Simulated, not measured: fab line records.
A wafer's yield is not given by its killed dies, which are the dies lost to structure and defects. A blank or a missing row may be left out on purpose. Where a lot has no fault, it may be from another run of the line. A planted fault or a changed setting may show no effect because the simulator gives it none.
fab line records	flow n5Finfet	part 1 of 2: steps 1 to 22 of 29
record lots=5	wafers=15	lastDay=17
route steps=1938 shown BEOL_M9@1416
lots that met no fault: taken from a fault-free run of the same line
startH: hours from the record's first day to the start of the lot's first wafer shown	waitH: hours from the lot's prior step to this one	" identical to the entry in the row above	L1.1+2: several wafers, shown together as one row	- no value present, or no start provided	* or withheld: withheld	< > ~ a bound
route shown NAME@n: names a module that has steps shown in the file, with the first one's number in the route	usual: mean and standard deviation over wafers with no fault	same: alike in all rows	chamber/n: place in a boat	sites: per-site readings	_std_site: standard deviation of those values	_edge_site: inner sites' mean taken away from outer sites' mean	radiusMm: for every site, how far away it sits from the centre of the wafer	mask NAME#n: copy n	behind: the tool/chamber that last shaped the wafer	hold: cause of the lot's hold/its duration in hours/its outcome	device: the transistor (n, p or np) that didn't switch	end of line: tests run on the same wafers once the route is complete	where a step has no rows: the recipe by itself	killed: dies that structure and defects cost at the first sort, which is not the same as the wafer's yield	map: shows each die of a wafer: x if killed, . if not, _ if none is there
set.NAME: the run value of the setting; set.NAME@STEP: its run value at that earlier step	model.NAME: the simulator's own value behind a step, which no gauge read
a table for each step, a row for each wafer; lots at some steps of the route
services: the hour from which a tool's chamber was out of use, counted from the record's first day as startH (under 0 if before that day), plus the number of hours and why
## steps
# step N5_BEOL_M9_INSPECT_13
# recipe mode=adi	inspectInstrument=brightfield
# usual rawDefectCount=431/110
lot.wafer	tool	chamber	startH	waitH	rawDefectCount
L074.1	defectInspect-01	-	201.70	0.0	269
L074.5	"	-	"	"	411
L074.6	"	-	"	"	344
L076.1	defectInspect-02	-	212.70	0.0	455
L076.4	"	-	"	"	484
L076.6	"	-	"	"	542
L080.1	defectInspect-02	-	261.33	0.0	815
L080.4	"	-	"	"	550
L080.5	"	-	"	"	689
L086.1	defectInspect-01	-	303.91	0.0	629
L086.2	"	-	"	"	441
L086.3	"	-	"	"	506
L095.1	defectInspect-02	-	347.33	0.0	741
L095.4	"	-	"	"	422
L095.5	"	-	"	"	501
# step N5_BEOL_M9_DESCUM_16
# recipe chemistry=O2	timeS=7.9	sourcePowerW=50	biasPowerW=20	pressureMtorr=20	rfFrequencyHz=2.712e+07	tempC=40	resist=CAR-ArF	o2FlowSccm=225
# usual drypumpMotorCurrentA=5.5/0.39	oesProductAu=0.79/0.082	rfVppV=243.1/1.1	showerheadPlenumPTorr=2.09/0.048	throttleValvePct=20.42/0.22
# same timeS=7.9
lot.wafer	tool	chamber	startH	waitH	drypumpMotorCurrentA	oesProductAu	rfHoursCounterH	rfVppV	showerheadPlenumPTorr	throttleValvePct
L074.1	rieDiel-03	1	202.00	0.3	5.1	0.81	90	243.9	2.11	20.21
L074.5	"	1	"	"	5.1	0.82	-	242.2	2.11	20.23
L074.6	"	0	"	"	6.2	0.90	-	244.1	2.05	20.15
L076.1	rieDiel-05	2	212.74	0.0	5.9	0.81	110	243.9	2.09	20.71
L076.4	"	0	"	"	4.9	0.69	229	242.4	2.06	20.69
L076.6	"	1	"	"	4.9	0.86	-	243.2	2.04	20.19
L080.1	rieDiel-05	3	261.37	0.0	5.4	0.75	147	244.5	2.09	20.21
L080.4	"	0	"	"	4.9	0.67	241	242.5	2.06	20.73
L080.5	"	3	"	"	5.4	0.75	-	243.6	2.09	20.19
L086.1	rieDiel-06	0	303.95	0.0	5.4	0.70	239	241.9	2.06	20.72
L086.2	"	3	"	"	5.2	0.91	32	243.8	2.05	20.41
L086.3	"	2	"	"	5.8	0.75	142	241.0	2.10	20.58
L095.1	rieDiel-03	0	347.46	0.1	6.2	0.84	56	242.2	2.04	20.22
L095.4	"	1	"	"	5.1	0.77	130	242.1	2.10	20.30
L095.5	"	3	"	"	5.4	0.72	-	242.6	2.07	20.68
# step N5_BEOL_M9_ETCH_61
# recipe chemistry=CF4	target=SiARC	targetDepthA=390	maskMaterial=CAR-ArF	timeS=65	ionEnergyEv=80	pressureMtorr=40	sourceW=545	biasW=36	Ar_flow_sccm=100	cf4FlowSccm=100	ends=cleared
# usual drypumpMotorCurrentA=5.5/0.38	etchRfOnTimeS=64.8/1.2	oesProductAu=0.67/0.069	rfVppV=184.0/1	showerheadPlenumPTorr=2.14/0.049	throttleValvePct=15.62/0.24
lot.wafer	tool	chamber	startH	waitH	drypumpMotorCurrentA	etchRfOnTimeS	oesProductAu	rfHoursCounterH	rfVppV	showerheadPlenumPTorr	throttleValvePct
L074.1	rieDiel-03	1	202.03	0.0	5.1	64.9	0.70	90	183.6	2.16	15.39
L074.5	"	1	"	"	5.1	64.8	0.69	-	185.1	2.16	15.41
L074.6	"	0	"	"	6.2	63.9	0.78	-	183.3	2.10	15.27
L076.1	rieDiel-05	2	212.77	0.0	5.8	64.4	0.69	110	183.9	2.16	15.93
L076.4	"	0	"	"	4.9	65.8	0.59	229	183.0	2.12	15.92
L076.6	"	1	"	"	4.9	65.5	0.73	-	182.6	2.08	15.34
L080.1	rieDiel-05	3	261.40	0.0	5.4	65.8	0.64	147	183.0	2.15	15.43
L080.4	"	0	"	"	4.9	65.4	0.58	241	183.5	2.11	15.94
L080.5	"	3	"	"	5.4	66.7	0.63	-	186.3	2.15	15.44
L086.1	rieDiel-06	0	303.98	0.0	5.4	66.1	0.59	239	183.7	2.11	15.92
L086.2	"	3	"	"	5.2	63.6	0.77	32	183.3	2.09	15.52
L086.3	"	2	"	"	5.8	63.2	0.65	142	184.4	2.15	15.74
L095.1	rieDiel-03	0	347.49	0.0	6.2	64.3	0.72	56	184.4	2.09	15.36
L095.4	"	1	"	"	5.1	65.8	0.66	130	182.9	2.15	15.47
L095.5	"	3	"	"	5.4	64.9	0.61	-	184.1	2.12	15.95
# step N5_BEOL_M9_ETCH_62
# recipe chemistry=N2/H2	target=SOC	targetDepthA=1100	overetchA=220	maskMaterial=SiARC	tempC=40	timeS=165	ionEnergyEv=200	pressureMtorr=30	sourceW=840	biasW=150	n2FlowSccm=200	h2FlowSccm=200
# usual drypumpMotorCurrentA=5.5/0.38	oesProductAu=0.67/0.065	rfVppV=523.7/1.8	showerheadPlenumPTorr=2.53/0.059	throttleValvePct=17.80/0.25
# same timeS=165
lot.wafer	tool	chamber	startH	waitH	drypumpMotorCurrentA	oesProductAu	rfHoursCounterH	rfVppV	showerheadPlenumPTorr	throttleValvePct
L074.1	rieDiel-03	1	202.08	0.0	5.1	0.69	90	524.1	2.57	17.61
L074.5	"	1	"	"	5.1	0.70	-	524.9	2.57	17.63
L074.6	"	0	"	"	6.2	0.77	-	522.8	2.49	17.51
L076.1	rieDiel-05	2	212.82	0.0	5.8	0.68	110	525.7	2.56	18.12
L076.4	"	0	"	"	4.9	0.59	229	521.7	2.51	18.09
L076.6	"	1	"	"	4.9	0.73	-	521.2	2.47	17.53
L080.1	rieDiel-05	3	261.45	0.0	5.4	0.64	147	523.9	2.54	17.58
L080.4	"	0	"	"	4.9	0.58	241	522.3	2.51	18.13
L080.5	"	3	"	"	5.4	0.65	-	523.7	2.54	17.56
L086.1	rieDiel-06	0	304.03	0.0	5.4	0.59	239	521.8	2.51	18.13
L086.2	"	3	"	"	5.2	0.76	32	522.2	2.48	17.68
L086.3	"	2	"	"	5.9	0.63	143	523.4	2.55	17.94
L095.1	rieDiel-03	0	347.54	0.0	6.2	0.71	56	521.7	2.48	17.57
L095.4	"	1	"	"	5.1	0.65	130	524.4	2.55	17.69
L095.5	"	3	"	"	5.4	0.60	-	523.4	2.53	18.19
# step N5_BEOL_M9_STRIP_68
# recipe chemistry=N2/H2	tempC=40	n2FlowSccm=200	h2FlowSccm=200	rfFrequencyHz=6e+07
lot.wafer	tool	chamber	startH	waitH
L074.1+5+6	rieDiel-03	1,1,0	202.22	0.1
L076.1+4+6	rieDiel-05	2,0,1	212.96	0.1
L080.1+4+5	rieDiel-05	3,0,3	261.59	0.1
L086.1+2+3	rieDiel-06	0,3,2	304.17	0.1
L095.1+4+5	rieDiel-03	0,1,3	347.68	0.1
# step N5_BEOL_M9_STRIP_67
# recipe chemistry=CF4	resist=SiARC	powerW=300	biasPowerW=75	pressureMtorr=50	cf4FlowSccm=150	rfFrequencyHz=6e+07
# usual drypumpMotorCurrentA=5.5/0.38	oesProductAu=0.78/0.075	rfVppV=271.0/1.2	showerheadPlenumPTorr=1.79/0.041	throttleValvePct=13.59/0.25
lot.wafer	tool	chamber	startH	waitH	drypumpMotorCurrentA	oesProductAu	rfHoursCounterH	rfVppV	showerheadPlenumPTorr	throttleValvePct
L074.1	rieDiel-03	1	202.23	0.0	5.1	0.82	90	272.9	1.81	13.34
L074.5	"	1	"	"	5.1	0.82	-	270.4	1.81	13.35
L074.6	"	0	"	"	6.2	0.90	-	268.8	1.76	13.21
L076.1	rieDiel-05	2	212.97	0.0	5.8	0.80	110	271.2	1.81	13.85
L076.4	"	0	"	"	4.9	0.70	229	270.6	1.77	13.94
L076.6	"	1	"	"	5.0	0.85	-	271.9	1.74	13.30
L080.1	rieDiel-05	3	261.60	0.0	5.4	0.75	147	271.0	1.79	13.40
L080.4	"	0	"	"	4.9	0.68	241	271.8	1.77	13.93
L080.5	"	3	"	"	5.4	0.75	-	270.5	1.79	13.42
L086.1	rieDiel-06	0	304.18	0.0	5.4	0.70	239	269.1	1.76	13.90
L086.2	"	3	"	"	5.1	0.90	32	272.0	1.75	13.46
L086.3	"	2	"	"	5.8	0.75	143	271.0	1.80	13.72
L095.1	rieDiel-03	0	347.69	0.0	6.2	0.84	56	270.9	1.75	13.30
L095.4	"	1	"	"	5.1	0.77	130	272.2	1.79	13.43
L095.5	"	3	"	"	5.4	0.72	-	269.0	1.78	13.93
# step N5_BEOL_M9_HM_OPEN_17
# recipe chemistry=Cl2/BCl3	targetDepthA=200	overetchA=60	target=TiN	maskMaterial=SOC	ionEnergyEv=150	pressureMtorr=10	icpW=1000	biasW=126	Cl2_flow_sccm=53.25	bcl3FlowSccm=21.75	Ar_flow_sccm=25
# usual drypumpMotorCurrentA=5.6/0.41	oesProductAu=0.67/0.045	throttleValvePct=22.08/0.096
lot.wafer	tool	chamber	startH	waitH	drypumpMotorCurrentA	oesProductAu	rfHoursCounterH	throttleValvePct
L074.1	rieMetal-01	0	202.27	0.0	5.3	0.73	23	22.09
L074.5	"	0	"	"	5.3	0.73	-	22.12
L074.6	"	1	"	"	5.3	0.71	-	22.04
L076.1	rieMetal-02	1	213.01	0.0	6.1	0.61	57	22.11
L076.4	"	1	"	"	6.1	0.60	-	22.13
L076.6	"	0	"	"	5.6	0.65	-	21.95
L080.1	rieMetal-02	1	261.64	0.0	6.1	0.60	60	22.13
L080.4	"	1	"	"	6.1	0.61	-	22.13
L080.5	"	0	"	"	5.6	0.64	-	21.94
L086.1	rieMetal-01	1	304.22	0.0	5.3	0.70	34	22.06
L086.2	"	0	"	"	5.3	0.70	30	22.14
L086.3	"	1	"	"	5.3	0.69	-	22.07
L095.1	rieMetal-01	1	347.73	0.0	5.3	0.69	38	22.08
L095.4	"	0	"	"	5.3	0.69	-	22.16
L095.5	"	0	"	"	5.3	0.70	-	22.14
# step N5_BEOL_M9_STRIP_19
# recipe chemistry=O2	powerW=400	tempC=40	pressureMtorr=30	rfFrequencyHz=6e+07	biasPowerW=0	overashFraction=0.2	o2FlowSccm=225
# usual drypumpMotorCurrentA=5.5/0.38	oesProductAu=0.79/0.087	rfVppV=3.7/0.66	showerheadPlenumPTorr=2.10/0.053	throttleValvePct=16.66/0.21
lot.wafer	tool	chamber	startH	waitH	drypumpMotorCurrentA	oesProductAu	rfHoursCounterH	rfVppV	showerheadPlenumPTorr	throttleValvePct
L074.1	rieDiel-05	1	202.38	0.1	4.9	0.85	65	4.6	2.04	16.44
L074.5	"	0	"	"	4.9	0.69	-	4.2	2.07	16.96
L074.6	"	3	"	"	5.4	0.76	-	3.2	2.10	16.43
L076.1	rieDiel-06	3	213.12	0.1	5.2	0.98	5	2.1	2.06	16.58
L076.4	"	2	"	"	5.8	0.78	116	4.9	2.11	16.79
L076.6	"	3	"	"	5.1	0.98	-	4.5	2.06	16.59
L080.1	rieDiel-06	3	261.76	0.1	5.2	0.95	19	4.1	2.05	16.59
L080.4	"	0	"	"	5.4	0.71	226	2.6	2.07	16.95
L080.5	"	3	"	"	5.2	0.95	-	3.6	2.06	16.57
L086.1	rieDiel-06	0	304.33	0.1	5.4	0.70	239	4.7	2.07	17.00
L086.2	"	1	"	"	5.7	0.89	38	3.6	2.22	16.46
L086.3	"	3	"	"	5.2	0.92	32	3.4	2.05	16.61
L095.1	rieDiel-03	3	347.84	0.1	5.4	0.71	194	3.5	2.07	16.98
L095.4	"	0	"	"	6.2	0.84	56	3.7	2.05	16.41
L095.5	"	1	"	"	5.1	0.78	-	3.4	2.10	16.54
# step N5_BEOL_M9_CD_MEAS_18
# recipe pitchNm=140	targetCdNm=70
# usual cdNm=70.1/0.48
lot.wafer	tool	chamber	startH	waitH	cdNm
L074.1	cdSem-01	-	202.46	0.1	70.7
L074.5	"	-	"	"	70.4
L074.6	"	-	"	"	69.8
L076.1	cdSem-02	-	213.19	0.0	69.2
L076.4	"	-	"	"	69.6
L076.6	"	-	"	"	68.8
L080.1	cdSem-02	-	261.82	0.0	70.4
L080.4	"	-	"	"	70.0
L080.5	"	-	"	"	70.1
L086.1	cdSem-02	-	304.40	0.0	69.9
L086.2	"	-	"	"	69.5
L086.3	"	-	"	"	70.6
L095.1	cdSem-02	-	347.91	0.0	69.9
L095.4	"	-	"	"	69.9
L095.5	"	-	"	"	70.5
# step N5_BEOL_M9_COAT_63
# recipe resist=SOC	tempC=250	timeS=60	spinRpm=1500	resistThkNm=60
# same timeS=60
lot.wafer	tool	chamber	startH	waitH
L074.1+5+6	lithoTrack-03	0	202.49	0.0
L076.1+4+6	lithoTrack-03	0	213.93	0.7
L080.1+4+5	lithoTrack-04	0	263.16	1.3
L086.1+2+3	lithoTrack-04	0	304.98	0.6
L095.1+4+5	lithoTrack-04	0	348.98	1.1
# step N5_BEOL_M9_COAT_64
# recipe resist=SiARC	tempC=220	timeS=60	spinRpm=1500	resistThkNm=12
# same timeS=60
lot.wafer	tool	chamber	startH	waitH
L074.1+5+6	lithoTrack-03	0	-	-
L076.1+4+6	lithoTrack-03	0	-	-
L080.1+4+5	lithoTrack-04	0	-	-
L086.1+2+3	lithoTrack-04	0	-	-
L095.1+4+5	lithoTrack-04	0	-	-
# step N5_BEOL_M9_COAT_75
# recipe resist=underlayer	tempC=205	timeS=60	spinRpm=1500	resistThkNm=5
# same timeS=60
lot.wafer	tool	chamber	startH	waitH
L074.1+5+6	lithoTrack-03	0	-	-
L076.1+4+6	lithoTrack-03	0	-	-
L080.1+4+5	lithoTrack-04	0	-	-
L086.1+2+3	lithoTrack-04	0	-	-
L095.1+4+5	lithoTrack-04	0	-	-
# step N5_BEOL_M9_COAT_22
# recipe resist=CAR-EUV	spinRpm=1500	resistThkNm=30
lot.wafer	tool	chamber	startH	waitH
L074.1+5+6	lithoTrack-03	0	-	-
L076.1+4+6	lithoTrack-03	0	-	-
L080.1+4+5	lithoTrack-04	0	-	-
L086.1+2+3	lithoTrack-04	0	-	-
L095.1+4+5	lithoTrack-04	0	-	-
# step N5_BEOL_M9_EBR_24
# recipe solvent=PGMEA	ebrWidthMm=1.5
lot.wafer	tool	chamber	startH	waitH
L074.1+5+6	lithoTrack-03	0	-	-
L076.1+4+6	lithoTrack-03	0	-	-
L080.1+4+5	lithoTrack-04	0	-	-
L086.1+2+3	lithoTrack-04	0	-	-
L095.1+4+5	lithoTrack-04	0	-	-
# step N5_BEOL_M9_SOFTBAKE_23
# recipe tempC=110	timeS=60	resist=CAR-EUV
# same timeS=60
lot.wafer	tool	chamber	startH	waitH
L074.1+5+6	lithoTrack-03	0	-	-
L076.1+4+6	lithoTrack-03	0	-	-
L080.1+4+5	lithoTrack-04	0	-	-
L086.1+2+3	lithoTrack-04	0	-	-
L095.1+4+5	lithoTrack-04	0	-	-
# step N5_BEOL_M9_EXPOSE_25
# recipe maskId=V8	na=0.33	sourceShape=annular	sigmaInner=0.4	sigmaOuter=0.8	polarization=unpolarized	doseMj=37.25
# usual reticleTempC=23.01/0.1
# same sigmaInner=0.4
lot.wafer	tool	chamber	startH	waitH	mask	reticleTempC
L074.1	euvScanner-02	0	202.75	-	V8#0	23.00
L074.5	"	0	"	"	V8#0	23.13
L074.6	"	0	"	"	V8#0	23.01
L076.1	euvScanner-02	0	214.07	-	V8#0	23.00
L076.4	"	0	"	"	V8#0	23.02
L076.6	"	0	"	"	V8#0	23.06
L080.1	euvScanner-02	0	263.30	-	V8#0	22.95
L080.4	"	0	"	"	V8#0	23.00
L080.5	"	0	"	"	V8#0	23.10
L086.1	euvScanner-01	0	305.15	-	V8#0	22.98
L086.2	"	0	"	"	V8#0	22.94
L086.3	"	0	"	"	V8#0	22.93
L095.1	euvScanner-01	0	349.41	-	V8#0	22.96
L095.4	"	0	"	"	V8#0	22.82
L095.5	"	0	"	"	V8#0	22.96
# step N5_BEOL_M9_PEB_26
# recipe pebTempC=100	pebTimeS=60	resist=CAR-EUV
lot.wafer	tool	chamber	startH	waitH
L074.1+5+6	lithoTrack-03	0	202.81	0.1
L076.1+4+6	lithoTrack-03	0	214.13	0.1
L080.1+4+5	lithoTrack-03	0	263.36	0.1
L086.1+2+3	lithoTrack-01	0	305.21	0.1
L095.1+4+5	lithoTrack-04	0	349.47	0.1
# step N5_BEOL_M9_DEVELOP_27
# recipe developTimeS=30	developer=TMAH	resist=CAR-EUV	rinseLiquid=surfactantRinse	dry=airSpin	devTempC=23
lot.wafer	tool	chamber	startH	waitH
L074.1+5+6	lithoTrack-03	0	-	-
L076.1+4+6	lithoTrack-03	0	-	-
L080.1+4+5	lithoTrack-03	0	-	-
L086.1+2+3	lithoTrack-01	0	-	-
L095.1+4+5	lithoTrack-04	0	-	-
# step N5_BEOL_M9_CD_MEAS_28
# recipe targetCdNm=70	landingEnergyEv=500	detector=seInlens	polarity=opening
# usual cdNm=70.06/0.28
lot.wafer	tool	chamber	startH	waitH	cdNm
L074.1	cdSem-01	0	202.88	-	69.80
L074.5	"	0	"	"	69.85
L074.6	"	0	"	"	69.87
L076.1	cdSem-01	0	214.20	-	69.82
L076.4	"	0	"	"	70.22
L076.6	"	0	"	"	69.90
L080.1	cdSem-01	0	263.43	-	70.10
L080.4	"	0	"	"	70.17
L080.5	"	0	"	"	69.92
L086.1	cdSem-03	0	305.28	-	70.07
L086.2	"	0	"	"	69.79
L086.3	"	0	"	"	69.39
L095.1	cdSem-01	0	349.54	-	70.11
L095.4	"	0	"	"	69.87
L095.5	"	0	"	"	70.51
# step N5_BEOL_M9_OVL_MEAS_29
# recipe pointsPerWafer=522
# usual V8_OVL=-0.1/0.72
lot.wafer	tool	chamber	startH	waitH	V8_OVL[nm]
L074.1	overlay-02	0	202.91	0.0	0.4
L074.5	"	0	"	"	0.7
L074.6	"	0	"	"	0.3
L076.1	overlay-02	0	214.23	0.0	-0.1
L076.4	"	0	"	"	-0.4
L076.6	"	0	"	"	-0.4
L080.1	overlay-01	0	263.46	0.0	0.3
L080.4	"	0	"	"	-0.1
L080.5	"	0	"	"	0.1
L086.1	overlay-01	0	305.31	0.0	-0.9
L086.2	"	0	"	"	0.0
L086.3	"	0	"	"	-0.4
L095.1	overlay-02	0	349.57	0.0	0.4
L095.4	"	0	"	"	-0.6
L095.5	"	0	"	"	0.8
# step N5_BEOL_M9_INSPECT_30
# recipe mode=adi	inspectInstrument=brightfield
# usual rawDefectCount=434/110
lot.wafer	tool	chamber	startH	waitH	rawDefectCount
L074.1	defectInspect-02	-	202.97	0.1	323
L074.5	"	-	"	"	458
L074.6	"	-	"	"	352
L076.1	defectInspect-02	-	214.29	0.1	456
L076.4	"	-	"	"	475
L076.6	"	-	"	"	524
L080.1	defectInspect-02	-	263.52	0.1	843
L080.4	"	-	"	"	543
L080.5	"	-	"	"	634
L086.1	defectInspect-01	-	305.37	0.1	653
L086.2	"	-	"	"	426
L086.3	"	-	"	"	510
L095.1	defectInspect-02	-	349.63	0.1	779
L095.4	"	-	"	"	440
L095.5	"	-	"	"	512
# step N5_BEOL_M9_DESCUM_33
# recipe chemistry=O2	timeS=7	sourcePowerW=50	biasPowerW=20	pressureMtorr=20	rfFrequencyHz=2.712e+07	tempC=40	resist=CAR-EUV	o2FlowSccm=225
# usual drypumpMotorCurrentA=5.5/0.38	oesProductAu=0.79/0.087	rfVppV=243.1/1.1	showerheadPlenumPTorr=2.09/0.051	throttleValvePct=20.41/0.21
# same timeS=7
lot.wafer	tool	chamber	startH	waitH	drypumpMotorCurrentA	oesProductAu	rfHoursCounterH	rfVppV	showerheadPlenumPTorr	throttleValvePct
L074.1	rieDiel-06	2	203.01	0.0	5.8	0.77	112	242.9	2.11	20.50
L074.5	"	3	"	"	5.2	1.00	-	242.1	2.06	20.39
L074.6	"	2	"	"	5.8	0.78	-	243.0	2.11	20.53
L076.1	rieDiel-06	1	214.32	0.0	5.7	0.94	11	245.1	2.23	20.24
L076.4	"	2	"	"	5.8	0.78	116	244.0	2.11	20.54
L076.6	"	3	"	"	5.2	0.98	-	242.4	2.06	20.37
L080.1	rieDiel-06	2	263.55	0.0	5.8	0.76	130	243.5	2.11	20.54
L080.4	"	1	"	"	5.7	0.91	25	243.8	2.22	20.27
L080.5	"	0	"	"	5.4	0.71	-	244.2	2.07	20.69
L086.1	rieDiel-05	0	305.84	0.5	4.9	0.67	247	242.9	2.06	20.71
L086.2	"	1	"	"	4.9	0.84	94	243.5	2.03	20.24
L086.3	"	3	"	"	5.4	0.74	160	242.9	2.09	20.22
L095.1	rieDiel-05	1	349.97	0.3	5.0	0.81	109	243.0	2.02	20.25
L095.4	"	0	"	"	4.9	0.97	3	241.3	2.06	20.37
L095.5	"	2	"	"	5.9	0.77	-	243.9	2.08	20.76
